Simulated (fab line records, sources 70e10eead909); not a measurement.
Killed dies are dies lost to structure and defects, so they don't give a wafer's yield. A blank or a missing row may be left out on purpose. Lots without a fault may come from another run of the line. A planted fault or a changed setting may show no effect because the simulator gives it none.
Chamber matching | flow nand_harc | NHARC_P_CONTACT_DESCUM_17 on rie_diel-12: 4 sister chambers
The step chemistry O2, time 3 s. 18 wafers are shown with their chamber, then 9 later ones without.

WAFERS WITH THEIR CHAMBER
wafer  | chamber | drypump_motor_current_A (A) | showerhead_plenum_p_Torr (Torr) | oes_product_au (a.u.)
L213.1 | 3       | 5.4                         | 1.80                            | 1.018
L213.2 | 0       | 6.7                         | 1.81                            | 0.998
L213.4 | 2       | 4.8                         | 2.01                            | 0.998
L216.4 | 2       | 4.8                         | 2.01                            | 1.004
L216.5 | 1       | 6.4                         | 1.87                            | 1.003
L216.6 | 0       | 6.6                         | 1.81                            | 0.998
L215.1 | 3       | 5.4                         | 1.80                            | 1.009
L215.4 | 1       | 6.4                         | 1.87                            | 1.016
L215.6 | 2       | 4.8                         | 2.01                            | 1.009
L220.1 | 3       | 5.4                         | 1.80                            | 1.011
L220.4 | 1       | 6.4                         | 1.87                            | 1.006
L220.5 | 0       | 6.7                         | 1.81                            | 1.001
L221.1 | 0       | 6.7                         | 1.81                            | 0.997
L221.5 | 0       | 6.7                         | 1.81                            | 1.014
L221.6 | 3       | 5.4                         | 1.80                            | 1.018
L222.3 | 2       | 4.8                         | 2.00                            | 1.004
L222.4 | 0       | 6.7                         | 1.81                            | 1.007
L222.5 | 2       | 4.8                         | 2.00                            | 1.007

SIGNATURES (means of the wafers above)
reading                  | chamber 0 | chamber 1 | chamber 2 | chamber 3 | scatter within a chamber
drypump_motor_current_A  | 6.683     | 6.400     | 4.800     | 5.400     | 0.0244
showerhead_plenum_p_Torr | 1.8100    | 1.8700    | 2.0060    | 1.8000    | 0.00293
oes_product_au           | 1.00250   | 1.00833   | 1.00440   | 1.01400   | 0.00569
Rule: a wafer's distance from a chamber is the root of the sum, over the readings, of the square of ((its reading less the chamber's mean) divided by the reading's scatter). The wafer belongs to the nearest chamber; if the next one is less than 2 further off, it can't be placed. The scatter: the root of (the sum of the squares of (reading less its chamber's mean) over the shown wafers, divided by (wafers less chambers)).

WAFERS WITHOUT THEIR CHAMBER
wafer  | drypump_motor_current_A (A) | showerhead_plenum_p_Torr (Torr) | oes_product_au (a.u.)
L226.2 | 6.4                         | 1.86                            | 1.007
L226.5 | 6.7                         | 1.81                            | 1.001
L226.6 | 4.8                         | 2.00                            | 0.994
L225.2 | 5.4                         | 1.79                            | 1.014
L225.5 | 5.4                         | 1.79                            | 1.011
L225.6 | 4.8                         | 2.00                            | 0.987
L235.3 | 4.8                         | 2.00                            | 1.006
L235.4 | 5.4                         | 1.79                            | 1.011
L235.5 | 4.8                         | 2.00                            | 0.998

WHICH CHAMBER EACH WENT THROUGH
wafer  | from the rows above | in truth
L226.2 | 1                   | 1
L226.5 | 0                   | 0
L226.6 | 2                   | 2
L225.2 | 3                   | 3
L225.5 | 3                   | 3
L225.6 | 2                   | 2
L235.3 | 2                   | 2
L235.4 | 3                   | 3
L235.5 | 2                   | 2
Placed correctly: 9 of 9. Can't be placed from these rows: 0. Placed wrongly: 0.
